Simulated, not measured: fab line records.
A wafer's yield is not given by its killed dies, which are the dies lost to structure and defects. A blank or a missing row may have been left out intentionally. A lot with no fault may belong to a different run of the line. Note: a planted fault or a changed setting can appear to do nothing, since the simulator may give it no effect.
Split-lot study | flow n5-finfet | on a route of 1938 steps: 7 lots, 21 wafers read

THE SPLIT
At N5_BEOL_M15_COAT_04 (resist thk 800 nm), the setting spin-rpm was moved away from the recipe's 1704 rpm on 4 of the 21 wafers read, by -5.5% to +6.0%. This setting was run at the recipe's value on the other wafers.

FROM THE SPLIT TO THE READING: what the file shows between them, 3 steps
- N5_BEOL_M15_EBR_06
- N5_BEOL_M15_SOFTBAKE_05: time 60 s
- N5_BEOL_M15_DESCUM_15: chemistry O2, time 7.9 s

THE READING
coat_of_BEOL_M15_COAT_04.thk-nm (the simulator's own value, which no gauge read), in nm, at N5_BEOL_M15_ETCH_59 (etches BARC in N2/H2, target depth 89 nm, overetch 26.7 nm, time 67.9 s). The file does not state a usual value for it. Across the 17 wafers here that went through the recipe, the average is 716.2 nm and the standard deviation 2.9 nm.

wafer  | tool, chamber at the split | spin-rpm as run, rpm | against the recipe | coat_of_BEOL_M15_COAT_04.thk-nm, nm | against lot-mates on the recipe
L078.1 | litho-track-05, 0          | 1610                 | -5.5%              | 740.2                               | +26.6
L078.2 | litho-track-05, 0          | 1610                 | -5.5%              | 737.2                               | +23.6
L078.3 | litho-track-05, 0          | 1704                 | recipe             | 713.6                               | -
L081.1 | litho-track-02, 0          | 1704                 | recipe             | 718.2                               | -
L081.3 | litho-track-02, 0          | 1704                 | recipe             | 714.2                               | -
L081.6 | litho-track-02, 0          | 1704                 | recipe             | 715.8                               | -
L089.3 | litho-track-05, 0          | 1704                 | recipe             | 715                                 | -
L089.5 | litho-track-05, 0          | 1704                 | recipe             | 718                                 | -
L089.6 | litho-track-05, 0          | 1704                 | recipe             | 717                                 | -
L090.1 | litho-track-02, 0          | 1704                 | recipe             | 718.8                               | -
L090.5 | litho-track-02, 0          | 1704                 | recipe             | 713                                 | -
L090.6 | litho-track-02, 0          | 1704                 | recipe             | 717.2                               | -
L096.1 | litho-track-05, 0          | 1704                 | recipe             | 710                                 | -
L096.2 | litho-track-05, 0          | 1791                 | +5.1%              | 696                                 | -19.8
L096.4 | litho-track-05, 0          | 1704                 | recipe             | 721.6                               | -
L094.1 | litho-track-05, 0          | 1704                 | recipe             | 714.2                               | -
L094.2 | litho-track-05, 0          | 1704                 | recipe             | 720.4                               | -
L094.5 | litho-track-05, 0          | 1704                 | recipe             | 717.2                               | -
L097.1 | litho-track-05, 0          | 1704                 | recipe             | 713                                 | -
L097.2 | litho-track-05, 0          | 1807                 | +6.0%              | 697.4                               | -18.3
L097.3 | litho-track-05, 0          | 1704                 | recipe             | 718.4                               | -

THE FIT
A straight line over all 21 wafers: coat_of_BEOL_M15_COAT_04.thk-nm changes by -3.77 nm for each +1% of spin-rpm; r = -0.96; the points scatter about the line by 3 nm.
The same after taking each lot's own level away (the mean of its wafers on the recipe; 21 wafers): -3.96 nm for each +1%; r = -0.96; scatter 3.1 nm.
Per that fit: largest spin-rpm move, reading shift of 24 nm.
Measured against the standard deviation above, the lots' own levels, which go from 713.60 to 717.27 nm, span 1.3 times it.
The two slopes are in agreement: the lot-to-lot level therefore moves the slope only a little.
Check: for one of the wafers moved furthest among these (+6.0%), held out of the fit, the line's prediction against its lot-mates is -26 nm. It came out at -18.3 nm against them.

THE OTHER SPLITS THESE WAFERS WENT THROUGH
Note: prior to the reading, these wafers also went through further splits. Each is held against what the fit with the lots' levels taken away leaves over:
other split on the same wafers | wafers away from the commonest value | r with coat_of_BEOL_M15_COAT_04.thk-nm (lot level and that fit taken away)
N5_BEOL_M14_DESCUM_33 time-s   | 8                                    | +0.17
N5_BEOL_M15_ILD_DEP_00 temp-c  | 7                                    | +0.29

THE WHOLE CHAIN: every reading that the file lists as answering this split, in the file's order
step                | what it does                                                            | reading                                                                          | change (the file's fit)              | r (the file's)
N5_BEOL_M15_COAT_04 | resist thk 800 nm                                                       | coat_of_BEOL_M15_COAT_04.thk-nm (the simulator's own value, which no gauge read) | -4.18 nm for each +1% of the setting | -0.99
N5_BEOL_M15_ETCH_59 | etches BARC in N2/H2, target depth 89 nm, overetch 26.7 nm, time 67.9 s | coat_of_BEOL_M15_COAT_04.thk-nm (the simulator's own value, which no gauge read) | -3.76 nm for each +1% of the setting | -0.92

THE FILE'S OWN FIT
coat_of_BEOL_M15_COAT_04.thk-nm changes by -3.76 nm for each +1% of spin-rpm, r = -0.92.
